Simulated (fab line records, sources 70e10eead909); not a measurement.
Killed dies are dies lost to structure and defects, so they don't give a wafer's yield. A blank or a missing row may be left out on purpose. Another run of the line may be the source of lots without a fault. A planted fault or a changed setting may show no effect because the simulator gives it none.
Which tool is to blame? :: flow nand_harc :: 13 lots, 35 wafers sampled, at 6 steps of a route of 1302

## WHAT EACH GAUGE READ, for each wafer
NHARC_A_SIN_REMOVE_INSPECT_04. Usual: raw_defect_count reads 386 (standard deviation 85).
lot: L272
measured: day 20 19:29
on: defect_inspect-02
raw_defect_count: 324 377 347
flag: 

lot: L273
measured: day 20 19:28
on: defect_inspect-01
raw_defect_count: 359 386 509
flag: 

lot: L276
measured: day 22 06:34
on: defect_inspect-02
raw_defect_count: 397 431 230
flag: 

lot: L279
measured: day 22 20:56
on: defect_inspect-01
raw_defect_count: 998 1002
flag: OFF

lot: L278
measured: day 22 23:56
on: defect_inspect-01
raw_defect_count: 459 560 740
flag: 

lot: L277
measured: day 22 23:56
on: defect_inspect-02
raw_defect_count: 901 912
flag: OFF

lot: L287
measured: day 26 01:14
on: defect_inspect-01
raw_defect_count: 376 350 431
flag: 

lot: L288
measured: day 26 13:20
on: defect_inspect-01
raw_defect_count: 308 382 319
flag: 

lot: L291
measured: day 28 07:04
on: defect_inspect-02
raw_defect_count: 335 408 383
flag: 

lot: L292
measured: day 28 19:29
on: defect_inspect-01
raw_defect_count: 340 450 543
flag: 

lot: L294
measured: day 29 04:23
on: defect_inspect-02
raw_defect_count: 379 393 469
flag: 

lot: L295
measured: day 29 12:08
on: defect_inspect-01
raw_defect_count: 383 483 380
flag: 

lot: L293
measured: day 29 14:56
on: defect_inspect-02
raw_defect_count: 286 323 411
flag: 

NHARC_END_SORT_01. Usual: killed_at_array 47, standard deviation 18; killed_at_other 0.9, standard deviation 1.1; killed_at_periphery 4, standard deviation 3.1; killed_dies 52, standard deviation 18; killed_open 3.1, standard deviation 1.5; killed_short 2.4, standard deviation 1.5.
lot: L279
measured: day 27 22:09
on: prober-01
killed_at_array: 97
killed_at_other: 0
killed_at_periphery: 4
killed_dies: 101
killed_open: 0
killed_short: 3
flag: 

lot: L277
measured: day 28 11:47
on: prober-02
killed_at_array: 100
killed_at_other: 2
killed_at_periphery: 6
killed_dies: 108
killed_open: 0
killed_short: 1
flag: OFF

lot: L288
measured: day 30 18:03
on: prober-01
killed_at_array: 47 30 48
killed_at_other: 0 2 1
killed_at_periphery: 1 2 1
killed_dies: 48 34 50
killed_open: 4 1 3
killed_short: 3 2 2
flag: 

lot: L291
measured: day 32 10:06
on: prober-01
killed_at_array: 57
killed_at_other: 0
killed_at_periphery: 2
killed_dies: 59
killed_open: 5
killed_short: 1
flag: 

## WHICH TOOL RAN EACH LOT (tool, then ch and the chambers of the sampled wafers, then the start)
lot: L272
NHARC_A_SLIT_ETCH_17: har_etch-01 ch 0, day 20 07:48
NHARC_A_WL_FILL_ETCHBACK_04: rie_metal-02 ch 0,1, day 20 20:51
NHARC_A_WL_FILL_ETCHBACK_05: rie_metal-02 ch 0,1, day 20 21:04
NHARC_A_WL_FILL_ALD_10: ald_hk-03 ch 0,2, day 21 02:59

lot: L273
NHARC_A_SLIT_ETCH_17: har_etch-02 ch 0,1, day 20 08:14
NHARC_A_WL_FILL_ETCHBACK_04: rie_metal-01 ch 0,1, day 20 21:00
NHARC_A_WL_FILL_ETCHBACK_05: rie_metal-01 ch 0,1, day 20 21:14
NHARC_A_WL_FILL_ALD_10: ald_hk-04 ch 0,2, day 21 03:33

lot: L276
NHARC_A_SLIT_ETCH_17: har_etch-02 ch 0,1, day 21 18:59
NHARC_A_WL_FILL_ETCHBACK_04: rie_metal-03 ch 0,1, day 22 07:58
NHARC_A_WL_FILL_ETCHBACK_05: rie_metal-03 ch 0,1, day 22 08:10
NHARC_A_WL_FILL_ALD_10: ald_hk-04 ch 2,3, day 22 16:04

lot: L279
NHARC_A_SLIT_ETCH_17: har_etch-02 ch 0, day 22 11:37
NHARC_A_WL_FILL_ETCHBACK_04: rie_metal-02 ch 1, day 23 02:16
NHARC_A_WL_FILL_ETCHBACK_05: rie_metal-02 ch 0, day 23 02:23
NHARC_A_WL_FILL_ALD_10: ald_hk-04 ch 3, day 23 07:52

lot: L278
NHARC_A_SLIT_ETCH_17: har_etch-01 ch 0,1, day 22 13:24
NHARC_A_WL_FILL_ETCHBACK_04: rie_metal-01 ch 0,1, day 23 01:35
NHARC_A_WL_FILL_ETCHBACK_05: rie_metal-01 ch 0,1, day 23 01:47
NHARC_A_WL_FILL_ALD_10: ald_hk-04 ch 1,3, day 23 08:55

lot: L277
NHARC_A_SLIT_ETCH_17: har_etch-02 ch 0, day 22 15:28
NHARC_A_WL_FILL_ETCHBACK_04: rie_metal-03 ch 0, day 23 04:07
NHARC_A_WL_FILL_ETCHBACK_05: rie_metal-03 ch 1, day 23 04:16
NHARC_A_WL_FILL_ALD_10: ald_hk-03 ch 3, day 23 10:04

lot: L287
NHARC_A_SLIT_ETCH_17: har_etch-02 ch 0,1, day 25 13:37
NHARC_A_WL_FILL_ETCHBACK_04: rie_metal-03 ch 0,1, day 26 02:41
NHARC_A_WL_FILL_ETCHBACK_05: rie_metal-03 ch 0,1, day 26 02:55
NHARC_A_WL_FILL_ALD_10: ald_hk-04 ch 0,2,3, day 26 11:41

lot: L288
NHARC_A_SLIT_ETCH_17: har_etch-02 ch 0,1, day 26 02:19
NHARC_A_WL_FILL_ETCHBACK_04: rie_metal-03 ch 0,1, day 26 16:14
NHARC_A_WL_FILL_ETCHBACK_05: rie_metal-03 ch 0,1, day 26 16:29
NHARC_A_WL_FILL_ALD_10: ald_hk-03 ch 0,1,2, day 27 00:36

lot: L291
NHARC_A_SLIT_ETCH_17: har_etch-02 ch 0,1, day 27 19:22
NHARC_A_WL_FILL_ETCHBACK_04: rie_metal-02 ch 0,1, day 28 08:34
NHARC_A_WL_FILL_ETCHBACK_05: rie_metal-02 ch 0,1, day 28 08:49
NHARC_A_WL_FILL_ALD_10: ald_hk-02 ch 0,1, day 28 15:40

lot: L292
NHARC_A_SLIT_ETCH_17: har_etch-01 ch 0,1, day 28 07:21
NHARC_A_WL_FILL_ETCHBACK_04: rie_metal-02 ch 0,1, day 28 20:49
NHARC_A_WL_FILL_ETCHBACK_05: rie_metal-02 ch 0,1, day 28 21:04
NHARC_A_WL_FILL_ALD_10: ald_hk-02 ch 0,1, day 29 04:18

lot: L294
NHARC_A_SLIT_ETCH_17: har_etch-02 ch 0,1, day 28 16:37
NHARC_A_WL_FILL_ETCHBACK_04: rie_metal-03 ch 0,1, day 29 05:56
NHARC_A_WL_FILL_ETCHBACK_05: rie_metal-03 ch 0,1, day 29 06:10
NHARC_A_WL_FILL_ALD_10: ald_hk-02 ch 0,1,2, day 29 12:55

lot: L295
NHARC_A_SLIT_ETCH_17: har_etch-01 ch 0,1, day 29 00:32
NHARC_A_WL_FILL_ETCHBACK_04: rie_metal-02 ch 1, day 29 13:32
NHARC_A_WL_FILL_ETCHBACK_05: rie_metal-02 ch 0,1, day 29 13:44
NHARC_A_WL_FILL_ALD_10: ald_hk-02 ch 0,1,3, day 29 20:43

lot: L293
NHARC_A_SLIT_ETCH_17: har_etch-02 ch 0,1, day 29 03:31
NHARC_A_WL_FILL_ETCHBACK_04: rie_metal-03 ch 1, day 29 16:49
NHARC_A_WL_FILL_ETCHBACK_05: rie_metal-03 ch 1, day 29 17:15
NHARC_A_WL_FILL_ALD_10: ald_hk-04 ch 0,1, day 29 20:43
- NHARC_A_SLIT_ETCH_17: etches the open film in C4F8/O2/Ar, time 4254.5 s, target depth 20300 nm.
- NHARC_A_WL_FILL_ETCHBACK_04: etches the open film in NF3, target depth 60 nm, time 120 s.
- NHARC_A_WL_FILL_ETCHBACK_05: etches the open film in Cl2/BCl3, target depth 22 nm, time 60 s.
- NHARC_A_WL_FILL_ALD_10: deposits SiO2, target thk 50 nm, pulse time 10 s, ald cycles 500.

## AS READ BY THE TOOLS THEMSELVES (means over the sampled wafers that have a number; for cases with no such wafer, the mark the record gives instead)
NHARC_A_SLIT_ETCH_17. Usual: drypump_motor_current_A 6.0 A, standard deviation 0.5; showerhead_plenum_p_Torr 3.69 Torr, standard deviation 0.13; throttle_valve_pct 32.045 %, standard deviation 0.0085.
lot: L272
tool: har_etch-01
drypump_motor_current_A (A): 5.9
showerhead_plenum_p_Torr (Torr): 3.65
throttle_valve_pct (%): 32.054
flag: 

lot: L273
tool: har_etch-02
drypump_motor_current_A (A): 6.2
showerhead_plenum_p_Torr (Torr): 3.82
throttle_valve_pct (%): 32.045
flag: 

lot: L276
tool: har_etch-02
drypump_motor_current_A (A): 6.2
showerhead_plenum_p_Torr (Torr): 3.81
throttle_valve_pct (%): 32.049
flag: 

lot: L279
tool: har_etch-02
drypump_motor_current_A (A): 6.6
showerhead_plenum_p_Torr (Torr): 3.90
throttle_valve_pct (%): 32.058
flag: 

lot: L278
tool: har_etch-01
drypump_motor_current_A (A): 6.0
showerhead_plenum_p_Torr (Torr): 3.63
throttle_valve_pct (%): 32.044
flag: 

lot: L277
tool: har_etch-02
drypump_motor_current_A (A): 6.6
showerhead_plenum_p_Torr (Torr): 3.90
throttle_valve_pct (%): 32.052
flag: 

lot: L287
tool: har_etch-02
drypump_motor_current_A (A): 6.2
showerhead_plenum_p_Torr (Torr): 3.78
throttle_valve_pct (%): 32.055
flag: 

lot: L288
tool: har_etch-02
drypump_motor_current_A (A): 5.7
showerhead_plenum_p_Torr (Torr): 3.68
throttle_valve_pct (%): 32.044
flag: 

lot: L291
tool: har_etch-02
drypump_motor_current_A (A): 6.2
showerhead_plenum_p_Torr (Torr): 3.77
throttle_valve_pct (%): 32.045
flag: 

lot: L292
tool: har_etch-01
drypump_motor_current_A (A): 5.9
showerhead_plenum_p_Torr (Torr): 3.59
throttle_valve_pct (%): 32.048
flag: 

lot: L294
tool: har_etch-02
drypump_motor_current_A (A): 6.2
showerhead_plenum_p_Torr (Torr): 3.76
throttle_valve_pct (%): 32.042
flag: 

lot: L295
tool: har_etch-01
drypump_motor_current_A (A): 5.9
showerhead_plenum_p_Torr (Torr): 3.58
throttle_valve_pct (%): 32.048
flag: 

lot: L293
tool: har_etch-02
drypump_motor_current_A (A): 6.2
showerhead_plenum_p_Torr (Torr): 3.75
throttle_valve_pct (%): 32.039
flag: 

NHARC_A_WL_FILL_ETCHBACK_04. Usual: drypump_motor_current_A 5.7 A, standard deviation 0.36; oes_product_au 1.005 a.u., standard deviation 0.012.
lot: L272
tool: rie_metal-02
drypump_motor_current_A (A): 5.6
oes_product_au (a.u.): 1.009
flag: 

lot: L273
tool: rie_metal-01
drypump_motor_current_A (A): 5.8
oes_product_au (a.u.): 1.017
flag: 

lot: L276
tool: rie_metal-03
drypump_motor_current_A (A): 5.7
oes_product_au (a.u.): 0.996
flag: 

lot: L279
tool: rie_metal-02
drypump_motor_current_A (A): 5.1
oes_product_au (a.u.): 1.000
flag: 

lot: L278
tool: rie_metal-01
drypump_motor_current_A (A): 5.8
oes_product_au (a.u.): 1.017
flag: 

lot: L277
tool: rie_metal-03
drypump_motor_current_A (A): 6.1
oes_product_au (a.u.): 1.022
flag: 

lot: L287
tool: rie_metal-03
drypump_motor_current_A (A): 5.7
oes_product_au (a.u.): 0.992
flag: 

lot: L288
tool: rie_metal-03
drypump_motor_current_A (A): 5.9
oes_product_au (a.u.): 0.992
flag: 

lot: L291
tool: rie_metal-02
drypump_motor_current_A (A): 5.4
oes_product_au (a.u.): 1.012
flag: 

lot: L292
tool: rie_metal-02
drypump_motor_current_A (A): 5.7
oes_product_au (a.u.): 1.013
flag: 

lot: L294
tool: rie_metal-03
drypump_motor_current_A (A): 5.9
oes_product_au (a.u.): 1.011
flag: 

lot: L295
tool: rie_metal-02
drypump_motor_current_A (A): 5.2
oes_product_au (a.u.): 1.020
flag: 

lot: L293
tool: rie_metal-03
drypump_motor_current_A (A): 5.5
oes_product_au (a.u.): 0.986
flag: 

NHARC_A_WL_FILL_ETCHBACK_05. Usual: drypump_motor_current_A 5.7 A, standard deviation 0.37; oes_product_au 1.004 a.u., standard deviation 0.012.
lot: L272
tool: rie_metal-02
drypump_motor_current_A (A): 5.4
oes_product_au (a.u.): 1.000
flag: 

lot: L273
tool: rie_metal-01
drypump_motor_current_A (A): 5.8
oes_product_au (a.u.): 1.012
flag: 

lot: L276
tool: rie_metal-03
drypump_motor_current_A (A): 5.9
oes_product_au (a.u.): 1.006
flag: 

lot: L279
tool: rie_metal-02
drypump_motor_current_A (A): 5.9
oes_product_au (a.u.): 1.010
flag: 

lot: L278
tool: rie_metal-01
drypump_motor_current_A (A): 6.1
oes_product_au (a.u.): 1.007
flag: 

lot: L277
tool: rie_metal-03
drypump_motor_current_A (A): 5.5
oes_product_au (a.u.): 0.995
flag: 

lot: L287
tool: rie_metal-03
drypump_motor_current_A (A): 5.9
oes_product_au (a.u.): 0.990
flag: 

lot: L288
tool: rie_metal-03
drypump_motor_current_A (A): 5.9
oes_product_au (a.u.): 0.992
flag: 

lot: L291
tool: rie_metal-02
drypump_motor_current_A (A): 5.6
oes_product_au (a.u.): 1.009
flag: 

lot: L292
tool: rie_metal-02
drypump_motor_current_A (A): 5.7
oes_product_au (a.u.): 1.017
flag: 

lot: L294
tool: rie_metal-03
drypump_motor_current_A (A): 5.9
oes_product_au (a.u.): 1.000
flag: 

lot: L295
tool: rie_metal-02
drypump_motor_current_A (A): 5.6
oes_product_au (a.u.): 1.022
flag: 

lot: L293
tool: rie_metal-03
drypump_motor_current_A (A): 5.4
oes_product_au (a.u.): 0.981
flag: 

NHARC_A_WL_FILL_ALD_10. Usual: heater_power_outer_w 260 W, standard deviation 24; heater_power_w 467 W, standard deviation 52; precursor_pulse_height_rel 1.004, standard deviation 0.02.
lot: L272
tool: ald_hk-03
heater_power_outer_w (W): 276
heater_power_w (W): 491
precursor_pulse_height_rel: 1.016
flag: 

lot: L273
tool: ald_hk-04
heater_power_outer_w (W): 256
heater_power_w (W): 458
precursor_pulse_height_rel: 0.994
flag: 

lot: L276
tool: ald_hk-04
heater_power_outer_w (W): 260
heater_power_w (W): 468
precursor_pulse_height_rel: 1.012
flag: 

lot: L279
tool: ald_hk-04
heater_power_outer_w (W): 233
heater_power_w (W): 421
precursor_pulse_height_rel: 0.997
flag: 

lot: L278
tool: ald_hk-04
heater_power_outer_w (W): 234
heater_power_w (W): 424
precursor_pulse_height_rel: 1.020
flag: 

lot: L277
tool: ald_hk-03
heater_power_outer_w (W): 301
heater_power_w (W): 578
precursor_pulse_height_rel: 0.983
flag: 

lot: L287
tool: ald_hk-04
heater_power_outer_w (W): 245
heater_power_w (W): 439
precursor_pulse_height_rel: 0.986
flag: 

lot: L288
tool: ald_hk-03
heater_power_outer_w (W): 275
heater_power_w (W): 495
precursor_pulse_height_rel: 1.004
flag: 

lot: L291
tool: ald_hk-02
heater_power_outer_w (W): 270
heater_power_w (W): 495
precursor_pulse_height_rel: 1.011
flag: 

lot: L292
tool: ald_hk-02
heater_power_outer_w (W): 268
heater_power_w (W): 500
precursor_pulse_height_rel: 0.993
flag: 

lot: L294
tool: ald_hk-02
heater_power_outer_w (W): 268
heater_power_w (W): 487
precursor_pulse_height_rel: 0.992
flag: 

lot: L295
tool: ald_hk-02
heater_power_outer_w (W): 262
heater_power_w (W): 478
precursor_pulse_height_rel: 0.999
flag: 

lot: L293
tool: ald_hk-04
heater_power_outer_w (W): 232
heater_power_w (W): 397
precursor_pulse_height_rel: 0.999
flag: 

## THE ANSWER, worked out from the rows above alone
Rule: lot off if the mean of its wafers having a number is beyond 3 standard deviations from the usual mean. A lot without any number at a reading at which 4 lots or more have one is off too. The other lots that the step has rows for count as sound. First the gauges in route order, then the tools' own readings, where a lot's mean is used as printed above. The first step at which some lot is off is used, and at that step the reading that is off furthest; a lot without a number counts as furthest.
Off: L279, L277 (NHARC_A_SIN_REMOVE_INSPECT_04, raw_defect_count).
A tool fits if, at a process step before that reading, it ran every lot that is off, and no sound lot after the first of them. Gauges at NHARC_A_SIN_REMOVE_INSPECT_04: tried the same way as those tools. Of those tried, none fits.

## WHAT WAS PUT IN BY THE SIMULATOR
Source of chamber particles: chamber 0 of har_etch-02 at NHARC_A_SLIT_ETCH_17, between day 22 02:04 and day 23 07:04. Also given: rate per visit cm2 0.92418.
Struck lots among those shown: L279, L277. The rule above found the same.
